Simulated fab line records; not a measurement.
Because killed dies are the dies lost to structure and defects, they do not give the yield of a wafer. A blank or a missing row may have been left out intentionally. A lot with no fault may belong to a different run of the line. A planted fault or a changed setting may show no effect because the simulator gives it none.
Which tool was responsible? :: flow n5_finfet :: Sampling: 12 lots, 36 wafers, 6 of 1938 route steps

## WHAT EACH GAUGE READ, for each wafer
N5_BEOL_M8_CD_MEAS_18: pitch 80 nm, target cd 40 nm.
lot: L075
measured: day 10 20:35
on: cd_sem-01
cd_nm (nm): 39.9 39.8 40.8

lot: L078
measured: day 11 17:35
on: cd_sem-01
cd_nm (nm): 40.3 39.5 40.0

lot: L079
measured: day 11 20:31
on: cd_sem-03
cd_nm (nm): 40.3 40.0 39.5

lot: L081
measured: day 12 05:47
on: cd_sem-02
cd_nm (nm): 39.5 39.8 39.8

lot: L083
measured: day 12 22:47
on: cd_sem-01
cd_nm (nm): 39.4 39.8 40.2

lot: L086
measured: day 13 06:01
on: cd_sem-02
cd_nm (nm): 39.3 38.7 39.2

lot: L087
measured: day 13 19:13
on: cd_sem-03
cd_nm (nm): 39.5 38.6 39.2

lot: L089
measured: day 14 05:08
on: cd_sem-01
cd_nm (nm): 40.3 39.7 40.4

lot: L091
measured: day 15 01:22
on: cd_sem-01
cd_nm (nm): 40.5 40.1 40.0

lot: L093
measured: day 15 06:04
on: cd_sem-02
cd_nm (nm): 39.6 39.8 39.6

lot: L095
measured: day 15 16:08
on: cd_sem-03
cd_nm (nm): 39.2 40.6 39.7

lot: L097
measured: day 16 17:56
on: cd_sem-01
cd_nm (nm): 39.5 38.9 39.2

## WHICH TOOL RAN EACH LOT (tool, then ch and the chambers of the sampled wafers, then the start)
lot: L075
N5_BEOL_M7_TRENCH_ETCH_37: rie_diel-06 ch 0,2,3, day 10 14:28 or earlier
N5_BEOL_M7_STRIP_80: rie_diel-06 ch 0,2,3, day 10 14:28 or earlier
N5_BEOL_M7_DEGAS_44: pvd_sputter-02, day 10 14:28
N5_BEOL_M8_DESCUM_16: rie_diel-03 ch 0,2, day 10 20:07
N5_BEOL_M8_HM_OPEN_17: rie_metal-03 ch 0, day 10 20:24

lot: L078
N5_BEOL_M7_TRENCH_ETCH_37: rie_diel-04 ch 2,3, day 11 11:16 or earlier
N5_BEOL_M7_STRIP_80: rie_diel-04 ch 2,3, day 11 11:16 or earlier
N5_BEOL_M7_DEGAS_44: pvd_sputter-03, day 11 11:16
N5_BEOL_M8_DESCUM_16: rie_diel-03 ch 1,3, day 11 17:06
N5_BEOL_M8_HM_OPEN_17: rie_metal-02 ch 0,1, day 11 17:22

lot: L079
N5_BEOL_M7_TRENCH_ETCH_37: rie_diel-04 ch 0,2,3, day 11 13:52 or earlier
N5_BEOL_M7_STRIP_80: rie_diel-04 ch 0,2,3, day 11 13:52 or earlier
N5_BEOL_M7_DEGAS_44: pvd_sputter-03, day 11 13:52
N5_BEOL_M8_DESCUM_16: rie_diel-02 ch 0,1,2, day 11 20:04
N5_BEOL_M8_HM_OPEN_17: rie_metal-01 ch 0,1, day 11 20:20

lot: L081
N5_BEOL_M7_TRENCH_ETCH_37: rie_diel-06 ch 0,3, day 11 23:07 or earlier
N5_BEOL_M7_STRIP_80: rie_diel-06 ch 0,3, day 11 23:07 or earlier
N5_BEOL_M7_DEGAS_44: pvd_sputter-02, day 11 23:07
N5_BEOL_M8_DESCUM_16: rie_diel-05 ch 0,2,3, day 12 05:08
N5_BEOL_M8_HM_OPEN_17: rie_metal-03 ch 0,1, day 12 05:25

lot: L083
N5_BEOL_M7_TRENCH_ETCH_37: rie_diel-04 ch 0,1,3, day 12 15:06 or earlier
N5_BEOL_M7_STRIP_80: rie_diel-04 ch 0,1,3, day 12 15:06 or earlier
N5_BEOL_M7_DEGAS_44: pvd_sputter-02, day 12 15:06
N5_BEOL_M8_DESCUM_16: rie_diel-03 ch 0,1,2, day 12 22:11
N5_BEOL_M8_HM_OPEN_17: rie_metal-01 ch 0, day 12 22:28

lot: L086
N5_BEOL_M7_TRENCH_ETCH_37: rie_diel-04 ch 0,1,2, day 13 01:25 or earlier
N5_BEOL_M7_STRIP_80: rie_diel-04 ch 0,1,2, day 13 01:25 or earlier
N5_BEOL_M7_DEGAS_44: pvd_sputter-03, day 13 01:25
N5_BEOL_M8_DESCUM_16: rie_diel-05 ch 0,2,3, day 13 05:31
N5_BEOL_M8_HM_OPEN_17: rie_metal-03 ch 0,1, day 13 05:47

lot: L087
N5_BEOL_M7_TRENCH_ETCH_37: rie_diel-06 ch 2,3, day 13 12:53 or earlier
N5_BEOL_M7_STRIP_80: rie_diel-06 ch 2,3, day 13 12:53 or earlier
N5_BEOL_M7_DEGAS_44: pvd_sputter-03, day 13 12:53
N5_BEOL_M8_DESCUM_16: rie_diel-03 ch 0,2,3, day 13 18:35
N5_BEOL_M8_HM_OPEN_17: rie_metal-02 ch 1, day 13 18:51

lot: L089
N5_BEOL_M7_TRENCH_ETCH_37: rie_diel-01 ch 0,1,3, day 13 23:24 or earlier
N5_BEOL_M7_STRIP_80: rie_diel-01 ch 0,1,3, day 13 23:24 or earlier
N5_BEOL_M7_DEGAS_44: pvd_sputter-01, day 13 23:24
N5_BEOL_M8_DESCUM_16: rie_diel-05 ch 0,1,2, day 14 04:40
N5_BEOL_M8_HM_OPEN_17: rie_metal-01 ch 0,1, day 14 04:58

lot: L091
N5_BEOL_M7_TRENCH_ETCH_37: rie_diel-04 ch 0,3, day 14 17:33 or earlier
N5_BEOL_M7_STRIP_80: rie_diel-04 ch 0,3, day 14 17:33 or earlier
N5_BEOL_M7_DEGAS_44: pvd_sputter-01, day 14 17:33
N5_BEOL_M8_DESCUM_16: rie_diel-02 ch 1,2, day 15 00:43
N5_BEOL_M8_HM_OPEN_17: rie_metal-01 ch 0,1, day 15 00:59

lot: L093
N5_BEOL_M7_TRENCH_ETCH_37: rie_diel-01 ch 0,1,2, day 15 01:35 or earlier
N5_BEOL_M7_STRIP_80: rie_diel-01 ch 0,1,2, day 15 01:35 or earlier
N5_BEOL_M7_DEGAS_44: pvd_sputter-02, day 15 01:35
N5_BEOL_M8_DESCUM_16: rie_diel-03 ch 0,2, day 15 05:34
N5_BEOL_M8_HM_OPEN_17: rie_metal-01 ch 0,1, day 15 05:50

lot: L095
N5_BEOL_M7_TRENCH_ETCH_37: rie_diel-04 ch 2,3, day 15 11:02 or earlier
N5_BEOL_M7_STRIP_80: rie_diel-04 ch 2,3, day 15 11:02 or earlier
N5_BEOL_M7_DEGAS_44: pvd_sputter-02, day 15 11:02
N5_BEOL_M8_DESCUM_16: rie_diel-03 ch 0,1,3, day 15 15:40
N5_BEOL_M8_HM_OPEN_17: rie_metal-01 ch 0,1, day 15 15:57

lot: L097
N5_BEOL_M7_TRENCH_ETCH_37: rie_diel-06 ch 0,3, day 16 12:35 or earlier
N5_BEOL_M7_STRIP_80: rie_diel-06 ch 0,3, day 16 12:35 or earlier
N5_BEOL_M7_DEGAS_44: pvd_sputter-02, day 16 12:35
N5_BEOL_M8_DESCUM_16: rie_diel-02 ch 2,3, day 16 17:26
N5_BEOL_M8_HM_OPEN_17: rie_metal-02 ch 0,1, day 16 17:43
- N5_BEOL_M7_TRENCH_ETCH_37: etches SiCOH lowk in C4F6/O2, target depth 93.478 nm, time 31.2 s.
- N5_BEOL_M7_STRIP_80: strips in N2/H2, time 10 s.
- N5_BEOL_M7_DEGAS_44: time 60 s.
- N5_BEOL_M8_DESCUM_16: chemistry O2, time 7.9 s.
- N5_BEOL_M8_HM_OPEN_17: chemistry Cl2/BCl3, target TiN, target depth 20 nm, overetch 6 nm.

## THE ANSWER, worked out from the rows above alone
Rule: the usual values come from the lots themselves. Put in order of their means at a reading, lots are off if they are a third of the lots or fewer, leave a main group of 4 or more, and stand apart from it by a gap of 3 or more times the standard deviation of the main group's means; of several such gaps the widest counts. Not used: any main group whose means are identical at the precision the tables above print for the reading. Also off: a lot with no number at a reading for which 4 or more lots have one. Where the step has rows for the other lots, those lots are counted as sound.
No lot is off on any of the readings shown, so nothing can be concluded from this.

## WHAT THE SIMULATOR HAD PUT IN
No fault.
